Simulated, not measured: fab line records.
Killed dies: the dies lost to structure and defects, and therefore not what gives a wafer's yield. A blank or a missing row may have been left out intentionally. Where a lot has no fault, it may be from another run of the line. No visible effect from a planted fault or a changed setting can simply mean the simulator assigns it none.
Which tool was responsible?	flow nand harc	24 lots, 72 wafers sampled, at 4 steps of a route of 1302

== WHAT THE GAUGES READ, wafer by wafer ==
NHARC_A_SGD_CUT_INSPECT_11. Usual: raw defect count at 52, with a standard deviation of 27.
lot	measured	on	raw defect count	flag
L074	day 18 23:40	defect inspect-01	16 16 8	
L076	day 19 13:21	defect inspect-02	73 74 72	
L075	day 19 13:30	defect inspect-01	69 66 64	
L077	day 20 07:11	defect inspect-01	112 109 123	
L079	day 20 17:50	defect inspect-02	68 52 72	
L078	day 20 18:57	defect inspect-02	88 68 85	
L081	day 22 05:33	defect inspect-02	55 85 72	
L080	day 22 16:31	defect inspect-01	70 76 67	
L082	day 23 00:45	defect inspect-01	75 84 68	
L083	day 23 00:26	defect inspect-01	40 31 26	
L084	day 23 13:48	defect inspect-02	80 82 78	
L085	day 23 13:36	defect inspect-02	11 10 11	
L086	day 24 01:51	defect inspect-02	66 48 56	
L088	day 25 00:30	defect inspect-02	34 46 39	
L087	day 25 10:32	defect inspect-01	83 88 81	
L090	day 25 09:36	defect inspect-02	53 41 32	
L089	day 25 18:32	defect inspect-01	49 61 49	
L091	day 26 06:12	defect inspect-01	19 19 14	
L092	day 26 05:41	defect inspect-01	20 23 20	
L093	day 26 22:22	defect inspect-02	20 30 21	
L094	day 27 13:15	defect inspect-01	30 26 30	
L095	day 27 12:02	defect inspect-02	42 51 57	
L097	day 28 08:55	defect inspect-02	34 44 18	
L096	day 28 08:46	defect inspect-02	83 61 71	

== WHICH TOOL RAN EACH LOT (tool, then ch and the chambers of the sampled wafers, then the start) ==
lot	NHARC_A_STAIRCASE_STRIP_274	NHARC_A_STAIRCASE_ETCH_294	NHARC_A_STAIRCASE_ETCHBACK_157
L074	rie diel-11 ch 0,3, day 18 21:53 or earlier	rie diel-10 ch 0,1,3, day 18 21:53 or earlier	rie diel-02 ch 0,1,2, day 18 21:53
L076	rie diel-11 ch 0,3, day 19 11:34 or earlier	rie diel-10 ch 0,2,3, day 19 11:34 or earlier	rie diel-02 ch 1,3, day 19 11:34
L075	rie diel-11 ch 0,1, day 19 11:42 or earlier	rie diel-02 ch 1,2,3, day 19 11:42 or earlier	rie diel-11 ch 0,1,2, day 19 11:42
L077	rie diel-11 ch 0,1,3, day 20 05:23 or earlier	rie diel-02 ch 0,2,3, day 20 05:23 or earlier	rie diel-10 ch 1,2,3, day 20 05:23
L079	rie diel-02 ch 0,1,3, day 20 16:04 or earlier	rie diel-11 ch 0,1,2, day 20 16:04 or earlier	rie diel-11 ch 0,1,2, day 20 16:04
L078	rie diel-11 ch 0,3, day 20 16:17 or earlier	rie diel-02 ch 0,3, day 20 16:17 or earlier	rie diel-02 ch 0,1,2, day 20 16:17
L081	rie diel-02 ch 0,1,2, day 22 03:52 or earlier	rie diel-10 ch 2,3, day 22 03:52 or earlier	rie diel-10 ch 0,1, day 22 03:52
L080	rie diel-10 ch 0,1,3, day 22 14:43 or earlier	rie diel-10 ch 1,2,3, day 22 14:43 or earlier	rie diel-11 ch 0,1,3, day 22 14:43
L082	rie diel-10 ch 1,2,3, day 22 22:56 or earlier	rie diel-10 ch 0,1,2, day 22 22:56 or earlier	rie diel-11 ch 0,1,3, day 22 22:56
L083	rie diel-11 ch 0,1,2, day 22 22:37 or earlier	rie diel-02 ch 0,2,3, day 22 22:37 or earlier	rie diel-02 ch 0,3, day 22 22:37
L084	rie diel-02 ch 0,3, day 23 12:01 or earlier	rie diel-02 ch 0,2, day 23 12:01 or earlier	rie diel-02 ch 0,1, day 23 12:01
L085	rie diel-02 ch 2,3, day 23 11:44 or earlier	rie diel-10 ch 0,3, day 23 11:44 or earlier	rie diel-11 ch 0,1,3, day 23 11:44
L086	rie diel-02 ch 1,2,3, day 24 00:04 or earlier	rie diel-10 ch 0,1, day 24 00:04 or earlier	rie diel-10 ch 1,2,3, day 24 00:04
L088	rie diel-11 ch 0,1,3, day 24 22:39 or earlier	rie diel-02 ch 1,3, day 24 22:39 or earlier	rie diel-11 ch 0,1, day 24 22:39
L087	rie diel-02 ch 1,2, day 25 08:44 or earlier	rie diel-10 ch 2,3, day 25 08:44 or earlier	rie diel-10 ch 1,2,3, day 25 08:44
L090	rie diel-10 ch 0,3, day 23 01:22	rie diel-11 ch 0,3, day 25 07:49 or earlier	rie diel-10 ch 0,1,3, day 25 07:49
L089	rie diel-11 ch 0,1,3, day 25 16:38 or earlier	rie diel-11 ch 1,3, day 25 16:38 or earlier	rie diel-02 ch 1,2, day 25 16:38
L091	rie diel-11 ch 0,1, day 26 04:23 or earlier	rie diel-11 ch 0,3, day 26 04:23 or earlier	rie diel-11 ch 1,2, day 26 04:23
L092	rie diel-02 ch 0,1, day 26 03:36 or earlier	rie diel-02 ch 1,2,3, day 26 03:36 or earlier	rie diel-11 ch 0,1,3, day 26 03:36
L093	rie diel-11 ch 0,1,2, day 26 20:42 or earlier	rie diel-11 ch 0,3, day 26 20:42 or earlier	rie diel-11 ch 1,2,3, day 26 20:42
L094	rie diel-11 ch 1,2,3, day 27 11:29 or earlier	rie diel-02 ch 1,2, day 27 11:29 or earlier	rie diel-02 ch 0,1,2, day 27 11:29
L095	rie diel-10 ch 1,2,3, day 27 10:23 or earlier	rie diel-11 ch 0,2, day 27 10:23 or earlier	rie diel-11 ch 0,1,3, day 27 10:23
L097	rie diel-11 ch 0,1, day 28 06:47 or earlier	rie diel-11 ch 0,1,3, day 28 06:47 or earlier	rie diel-11 ch 0,1,2, day 28 06:47
L096	rie diel-02 ch 2,3, day 28 06:54 or earlier	rie diel-02 ch 0,1, day 28 06:54 or earlier	rie diel-02 ch 0,3, day 28 06:54
- NHARC_A_STAIRCASE_STRIP_274: strips in O2.
- NHARC_A_STAIRCASE_ETCH_294: etches the open film in C4F8/O2/Ar, target depth 4989 nm, time 1211.6 s.
- NHARC_A_STAIRCASE_ETCHBACK_157: etches the open film in CH3F/O2, target depth 90 nm, time 167.14 s.

== WHAT THE TOOLS THEMSELVES READ (means of the sampled wafers that have a number; where no wafer has one, the mark that the record gives instead) ==
NHARC_A_STAIRCASE_STRIP_274. Usual: drypump motor current A 5.8 A, standard deviation 0.47; oes product au 0.999 a.u., standard deviation 0.0096; rf vpp V 57.8 V, standard deviation 0.86; showerhead plenum p Torr 3.56 Torr, standard deviation 0.16; throttle valve pct 17.036 %, standard deviation 0.0087.
lot	tool	drypump motor current A (A)	oes product au (a.u.)	rf vpp V (V)	showerhead plenum p Torr (Torr)	throttle valve pct (%)	flag
L074	rie diel-11	6.0	0.993	58.4	3.49	17.040	
L076	rie diel-11	5.7	1.005	58.1	3.61	17.035	
L075	rie diel-11	5.4	0.998	57.8	3.65	17.043	
L077	rie diel-11	5.7	1.006	57.9	3.57	17.040	
L079	rie diel-02	5.6	0.991	57.2	3.52	17.040	
L078	rie diel-11	6.0	1.007	57.3	3.48	17.032	
L081	rie diel-02	5.9	0.988	57.8	3.56	17.049	
L080	rie diel-10	6.3	0.998	57.4	3.56	17.031	
L082	rie diel-10	6.1	0.997	58.1	3.61	17.032	
L083	rie diel-11	5.6	1.005	58.1	3.71	17.037	
L084	rie diel-02	5.5	0.998	57.8	3.43	17.031	
L085	rie diel-02	6.0	1.001	58.0	3.58	17.040	
L086	rie diel-02	5.6	1.010	58.1	3.61	17.036	
L088	rie diel-11	5.7	1.006	58.9	3.55	17.033	
L087	rie diel-02	6.0	0.998	58.0	3.65	17.029	
L090	rie diel-10	5.9	0.999	57.9	3.63	17.029	
L089	rie diel-11	5.7	1.000	56.5	3.55	17.033	
L091	rie diel-11	5.4	0.997	57.7	3.67	17.042	
L092	rie diel-02	5.6	0.996	57.5	3.58	17.040	
L093	rie diel-11	5.6	1.003	57.7	3.70	17.034	
L094	rie diel-11	5.9	1.002	57.6	3.57	17.035	
L095	rie diel-10	6.1	1.004	57.3	3.59	17.031	
L097	rie diel-11	5.4	0.998	57.8	3.66	17.038	
L096	rie diel-02	5.6	0.988	57.6	3.52	17.039	

NHARC_A_STAIRCASE_ETCH_294. Usual: oes product au 0.932 a.u., standard deviation 0.011; rf vpp V 1830 V, standard deviation 12.
lot	tool	oes product au (a.u.)	rf vpp V (V)	flag
L074	rie diel-10	0.941	1829	
L076	rie diel-10	0.951	1827	
L075	rie diel-02	0.926	1834	
L077	rie diel-02	0.922	1825	
L079	rie diel-11	0.933	1827	
L078	rie diel-02	0.932	1821	
L081	rie diel-10	0.938	1843	
L080	rie diel-10	0.937	1833	
L082	rie diel-10	0.934	1832	
L083	rie diel-02	0.926	1823	
L084	rie diel-02	0.908	1819	
L085	rie diel-10	0.939	1834	
L086	rie diel-10	0.925	1828	
L088	rie diel-02	0.936	1835	
L087	rie diel-10	0.932	1839	
L090	rie diel-11	0.932	1831	
L089	rie diel-11	0.928	1819	
L091	rie diel-11	0.928	1821	
L092	rie diel-02	0.928	1832	
L093	rie diel-11	0.942	1821	
L094	rie diel-02	0.937	1837	
L095	rie diel-11	0.944	1841	
L097	rie diel-11	0.936	1827	
L096	rie diel-02	0.931	1830	

NHARC_A_STAIRCASE_ETCHBACK_157. Usual: drypump motor current A 5.8 A, standard deviation 0.48; oes product au 0.96 a.u., standard deviation 0.038; rf vpp V 244.8 V, standard deviation 1.8; showerhead plenum p Torr 2.50 Torr, standard deviation 0.12; throttle valve pct 20.664 %, standard deviation 0.0085.
lot	tool	drypump motor current A (A)	oes product au (a.u.)	rf vpp V (V)	showerhead plenum p Torr (Torr)	throttle valve pct (%)	flag
L074	rie diel-02	5.8	0.92	245.3	2.49	20.661	
L076	rie diel-02	5.3	1.01	244.3	2.49	20.661	
L075	rie diel-11	5.6	1.00	245.7	2.59	20.657	
L077	rie diel-10	6.1	0.98	245.2	2.52	20.665	
L079	rie diel-11	5.6	1.00	245.6	2.59	20.660	
L078	rie diel-02	5.9	0.92	245.0	2.48	20.667	
L081	rie diel-10	6.2	0.97	242.9	2.41	20.670	
L080	rie diel-11	5.7	0.93	244.9	2.48	20.670	
L082	rie diel-11	5.7	1.01	245.1	2.47	20.662	
L083	rie diel-02	5.5	0.92	243.7	2.39	20.662	
L084	rie diel-02	5.8	0.91	242.9	2.40	20.671	
L085	rie diel-11	5.7	0.94	244.8	2.47	20.668	
L086	rie diel-10	6.1	0.99	244.5	2.51	20.662	
L088	rie diel-11	5.4	0.97	245.4	2.53	20.661	
L087	rie diel-10	6.1	1.00	245.3	2.50	20.668	
L090	rie diel-10	6.3	0.97	244.1	2.46	20.656	
L089	rie diel-02	6.0	0.99	246.2	2.54	20.665	
L091	rie diel-11	5.6	0.93	245.7	2.55	20.661	
L092	rie diel-11	5.6	0.94	244.3	2.47	20.660	
L093	rie diel-11	5.9	1.00	245.3	2.48	20.662	
L094	rie diel-02	5.9	0.92	243.8	2.46	20.659	
L095	rie diel-11	5.7	1.00	244.2	2.46	20.667	
L097	rie diel-11	5.6	1.00	246.1	2.57	20.663	
L096	rie diel-02	5.8	0.92	242.4	2.33	20.662	

== THE ANSWER, worked out from the rows above alone ==
Rule: a lot is off if the mean of its wafers that have a number lies more than 3 standard deviations from the usual mean. A lot without any number at a reading at which 4 lots or more have one is off too. The other lots that the step has rows for count as sound. The gauges are gone through in route order, then the tools' own readings, and for those a lot's mean is taken as printed above. At the first step where some lot is off, the reading lying furthest off is the one used; lots without a number count as furthest.
Nothing can be told from this: no lot is off at any reading shown.

== WHAT THE SIMULATOR PUT IN ==
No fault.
